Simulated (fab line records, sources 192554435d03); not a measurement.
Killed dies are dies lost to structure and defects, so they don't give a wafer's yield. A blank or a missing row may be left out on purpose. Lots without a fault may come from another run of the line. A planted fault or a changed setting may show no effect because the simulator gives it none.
Split-lot experiment | flow n5_finfet | 7 lots, 21 wafers read, on a route of 1938 steps

THE SPLIT
At N5_FIN_CUT_COAT_19 (time 60 s, resist thk 20 nm), the setting spin_rpm was moved away from the recipe's 1500 rpm on 9 of the 21 wafers read, by -10.7% to +8.1%. The other wafers ran this setting at the recipe's value.

FROM THE SPLIT TO THE READING: what the file shows between them, 4 steps
- N5_FIN_CUT_COAT_29: time 60 s, resist thk 10 nm
- N5_FIN_CUT_COAT_02: resist thk 30 nm
- N5_FIN_CUT_DESCUM_13: chemistry O2, time 7 s
- N5_FIN_CUT_ETCH_30: etches underlayer in N2/H2, target depth 13 nm, time 10.4 s

THE READING
etch.depth_nm (the simulator's own value, which no gauge read), in nm, at N5_FIN_CUT_ETCH_20 (etches SiARC in CF4, target depth 26 nm, time 43.3 s). The file gives no usual value for it. The 12 wafers here that ran the recipe average 20.03 nm, standard deviation 0.031 nm.

wafer  | tool, chamber at the split | spin_rpm as run, rpm | against the recipe | etch.depth_nm, nm | against lot-mates on the recipe
L075.1 | litho_track-02, 0          | 1622                 | +8.1%              | 19.25             | -0.80
L075.4 | litho_track-02, 0          | 1500                 | recipe             | 20.1              | -
L075.5 | litho_track-02, 0          | 1500                 | recipe             | 20                | -
L079.4 | litho_track-05, 0          | 1432                 | -4.5%              | 20.44             | +0.42
L079.5 | litho_track-05, 0          | 1500                 | recipe             | 20.01             | -
L079.6 | litho_track-05, 0          | 1500                 | recipe             | 20.03             | -
L085.2 | litho_track-02, 0          | 1500                 | recipe             | 19.98             | -
L085.3 | litho_track-02, 0          | 1545                 | +3.0%              | 19.63             | -0.35
L085.6 | litho_track-02, 0          | 1545                 | +3.0%              | 19.68             | -0.30
L092.2 | litho_track-04, 0          | 1583                 | +5.5%              | 19.45             | -0.60
L092.3 | litho_track-04, 0          | 1583                 | +5.5%              | 19.43             | -0.62
L092.4 | litho_track-04, 0          | 1500                 | recipe             | 20.05             | -
L093.4 | litho_track-02, 0          | 1340                 | -10.7%             | 21.22             | +1.20
L093.5 | litho_track-02, 0          | 1500                 | recipe             | 20.03             | -
L093.6 | litho_track-02, 0          | 1500                 | recipe             | 20.02             | -
L095.1 | litho_track-05, 0          | 1500                 | recipe             | 20.02             | -
L095.4 | litho_track-05, 0          | 1500                 | recipe             | 20.06             | -
L095.5 | litho_track-05, 0          | 1500                 | recipe             | 19.99             | -
L097.2 | litho_track-02, 0          | 1395                 | -7.0%              | 20.71             | +0.68
L097.3 | litho_track-02, 0          | 1500                 | recipe             | 20.03             | -
L097.5 | litho_track-02, 0          | 1395                 | -7.0%              | 20.67             | +0.64

THE FIT
A straight line over all 21 wafers: etch.depth_nm changes by -0.103 nm for each +1% of spin_rpm; r = -0.99; the points scatter about the line by 0.048 nm.
The same after taking each lot's own level away (the mean of its wafers on the recipe; 21 wafers): -0.104 nm for each +1%; r = -1.00; scatter 0.042 nm.
On that fit, the largest move of spin_rpm shifts the reading by 1.1 nm.
The lots' own levels span 19.980 to 20.050 nm, that is 2.2 times the standard deviation above.
So the lot-to-lot level changes the slope little: the two slopes agree.
Check: with one of the wafers moved furthest among these (-10.7%) left out of the fit, the line predicts +1.05 nm for it against its lot-mates. It came out at +1.2 nm against them.

OTHER SPLITS ON THESE WAFERS
These wafers also went through other splits before the reading. Each is held against what the fit with the lots' levels taken away leaves over:
other split on the same wafers | wafers away from the commonest value | r with etch.depth_nm (lot level and that fit taken away)
N5_WELL_APT_COAT_19 spin_rpm   | 4                                    | +0.42
N5_FIN_SAQP_FIN_ETCH_36 icp_w  | 7                                    | +0.24

THE WHOLE CHAIN: every reading that the file lists as answering this split, in the file's order
step               | what it does                                         | reading                                                                          | change (the file's fit)               | r (the file's)
N5_FIN_CUT_COAT_19 | time 60 s, resist thk 20 nm                          | SiARC_of_FIN_CUT_COAT_19.thk_nm (the simulator's own value, which no gauge read) | -0.108 nm for each +1% of the setting | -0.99
N5_FIN_CUT_ETCH_20 | etches SiARC in CF4, target depth 26 nm, time 43.3 s | etch.depth_nm (the simulator's own value, which no gauge read)                   | -0.104 nm for each +1% of the setting | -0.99

THE FILE'S OWN FIT
etch.depth_nm changes by -0.104 nm for each +1% of spin_rpm, r = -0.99.
